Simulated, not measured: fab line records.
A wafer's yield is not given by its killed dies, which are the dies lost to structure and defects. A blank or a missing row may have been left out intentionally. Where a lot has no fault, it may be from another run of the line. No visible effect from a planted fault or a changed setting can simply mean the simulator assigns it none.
Shared-tool check + flow nandHarc + 2 lots and 6 wafers in the sample

WHY THIS WAS OPENED
Flagged at NHARC_END_SORT_01: reading killedAtOther, on 2 of 2 lots. Fault-free wafers read 1, with a standard deviation of 1.3.
Rule: flag the lot when none of its wafers has a number, or when each of its wafers that has one lies beyond 4 standard deviations from that mean. The other lots count as sound.

| lot  | measured     | on        | killedAtOther, wafer by wafer | flag    |
|------|--------------|-----------|-------------------------------|---------|
| L678 | day 25 04:04 | prober-02 | 592 588 610                   | FLAGGED |
| L681 | day 26 10:28 | prober-02 | 641 613 619                   | FLAGGED |
On average the flagged lots read 610, which is +610 against the usual, or +99 or more standard deviations.

LOT BY LOT: THE TOOL USED
Before the reading, the record contains 4 process steps out of a 1302-step route. In each cell: the tool, then ch and the chambers that the sampled wafers went through, then the start.
| lot  | flag    | NHARC_A_BONDPAD_ETCH_24                      | NHARC_A_BONDPAD_PRE_CLEAN_26           | NHARC_THIN_TSV_ECD_20         | NHARC_THIN_TSV_DEGAS_53     |
|------|---------|----------------------------------------------|----------------------------------------|-------------------------------|-----------------------------|
| L678 | FLAGGED | rieDiel-13 ch 1,2,3, day 24 16:38 or earlier | pvdSputter-03, day 24 16:38 or earlier | ecdCu-02 ch 0,1, day 24 16:38 | pvdSputter-03, day 24 18:05 |
| L681 | FLAGGED | rieDiel-13 ch 0,1,2, day 25 22:43 or earlier | pvdSputter-02, day 25 22:43 or earlier | ecdCu-01 ch 0,1, day 25 22:43 | pvdSputter-02, day 26 00:10 |
What the steps here do:
- NHARC_A_BONDPAD_ETCH_24: etches the open film in CF4/N2, target depth 30 nm, time 72.99 s.
- NHARC_A_BONDPAD_PRE_CLEAN_26: time 30 s.
- NHARC_THIN_TSV_ECD_20: material Cu, target thk 2000 nm.
- NHARC_THIN_TSV_DEGAS_53: time 60 s.
- NHARC_END_SORT_01

FLAGGED OVER TOTAL, TOOL BY TOOL (the gauges that took the reading come last)
| step                         | tool          | lots run | flagged | share of the flagged lots | sound lots run after its first flagged lot |
|------------------------------|---------------|----------|---------|---------------------------|--------------------------------------------|
| NHARC_A_BONDPAD_ETCH_24      | rieDiel-13    | 2        | 2       | all                       | 0                                          |
| NHARC_A_BONDPAD_PRE_CLEAN_26 | pvdSputter-02 | 1        | 1       | some                      | 0                                          |
| NHARC_A_BONDPAD_PRE_CLEAN_26 | pvdSputter-03 | 1        | 1       | some                      | 0                                          |
| NHARC_THIN_TSV_ECD_20        | ecdCu-01      | 1        | 1       | some                      | 0                                          |
| NHARC_THIN_TSV_ECD_20        | ecdCu-02      | 1        | 1       | some                      | 0                                          |
| NHARC_THIN_TSV_DEGAS_53      | pvdSputter-02 | 1        | 1       | some                      | 0                                          |
| NHARC_THIN_TSV_DEGAS_53      | pvdSputter-03 | 1        | 1       | some                      | 0                                          |
| NHARC_END_SORT_01            | prober-02     | 2        | 2       | all                       | 0                                          |
NHARC_A_BONDPAD_ETCH_24 gives no start for some lots, so the hours and the order of its lots are those of NHARC_THIN_TSV_ECD_20. NHARC_A_BONDPAD_PRE_CLEAN_26 gives no start for some lots, so the hours and the order of its lots are those of NHARC_THIN_TSV_ECD_20.

THE TABLE: WHAT IT ALLOWS
Table rows that saw every flagged lot: 2, namely rieDiel-13 at NHARC_A_BONDPAD_ETCH_24 and prober-02 at NHARC_END_SORT_01.
- rieDiel-13 at NHARC_A_BONDPAD_ETCH_24 ran 2 lots, 2 of them flagged. Because this sample shows no sound lot run on it before its first flagged lot, the start cannot be pinned down more closely.
- prober-02 at NHARC_END_SORT_01 ran 2 lots, 2 of them flagged. Because this sample shows no sound lot run on it before its first flagged lot, the start cannot be pinned down more closely.
Counting lots can't tell these 2 tools apart, because each fits a fault that began at some hour. More lots, or a look at what each step does to the wafer, might.

WHAT THE SIMULATOR HAD INSERTED
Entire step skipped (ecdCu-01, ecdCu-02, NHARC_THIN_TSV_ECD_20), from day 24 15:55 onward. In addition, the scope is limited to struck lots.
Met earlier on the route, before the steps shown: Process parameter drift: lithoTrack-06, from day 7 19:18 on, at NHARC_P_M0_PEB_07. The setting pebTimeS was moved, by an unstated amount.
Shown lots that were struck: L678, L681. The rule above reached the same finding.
